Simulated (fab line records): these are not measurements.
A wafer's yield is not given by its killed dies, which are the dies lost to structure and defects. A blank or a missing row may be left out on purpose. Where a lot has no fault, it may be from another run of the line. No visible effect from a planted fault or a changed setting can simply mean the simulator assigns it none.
The tool behind it: which one?    flow nand-harc    route of 1302 steps, sampled at 1 step: 15 lots, 45 wafers

## WHAT THE GAUGES SHOWED, per wafer
NHARC_A_CONTACT_INSPECT_44. Usual: 79 for raw-defect-count, sd 29.
lot   measured      on                 raw-defect-count  flag
L883  day 20 15:29  defect-inspect-02  113 136 116       
L885  day 21 04:01  defect-inspect-02  88 94 80          
L888  day 22 10:52  defect-inspect-02  96 106 98         
L886  day 22 11:01  defect-inspect-01  95 94 83          
L887  day 22 15:04  defect-inspect-01  25 26 19          
L890  day 23 20:47  defect-inspect-02  64 55 71          
L892  day 24 10:55  defect-inspect-02  71 59 80          
L893  day 24 14:05  defect-inspect-01  107 81 73         
L894  day 24 23:11  defect-inspect-01  54 55 52          
L895  day 25 06:47  defect-inspect-02  73 57 74          
L900  day 27 15:58  defect-inspect-01  74 79 75          
L901  day 27 16:08  defect-inspect-02  109 93 105        
L903  day 29 00:38  defect-inspect-02  80 75 81          
L902  day 29 01:23  defect-inspect-01  78 69 69          
L904  day 30 04:40  defect-inspect-01  51 43 49          

## EACH LOT AND THE TOOL THAT RAN IT (in order: tool; ch and the chambers of the sampled wafers; start)
Before these readings, the record contains no process step.

## AS READ BY THE TOOLS THEMSELVES (means over the sampled wafers that have a number; for cases with no such wafer, the mark the record gives instead)
The record holds no such reading with a usual standard deviation.

## THE ANSWER, worked out from the rows above alone
Rule: a lot is off if the mean of its wafers that have a number lies more than 3 standard deviations from the usual mean. Also off: a lot with no number at a reading for which 4 or more lots have one. Where the step has rows for the other lots, those lots are counted as sound. After the gauges, taken in route order, come the tools' own readings; for these a lot's mean is taken, as printed above. At the first step where some lot is off, the reading lying furthest off is the one used; lots without a number count as furthest.
No lot is off on any of the readings shown, so nothing can be concluded from this.

## WHAT THE SIMULATOR HAD INSERTED
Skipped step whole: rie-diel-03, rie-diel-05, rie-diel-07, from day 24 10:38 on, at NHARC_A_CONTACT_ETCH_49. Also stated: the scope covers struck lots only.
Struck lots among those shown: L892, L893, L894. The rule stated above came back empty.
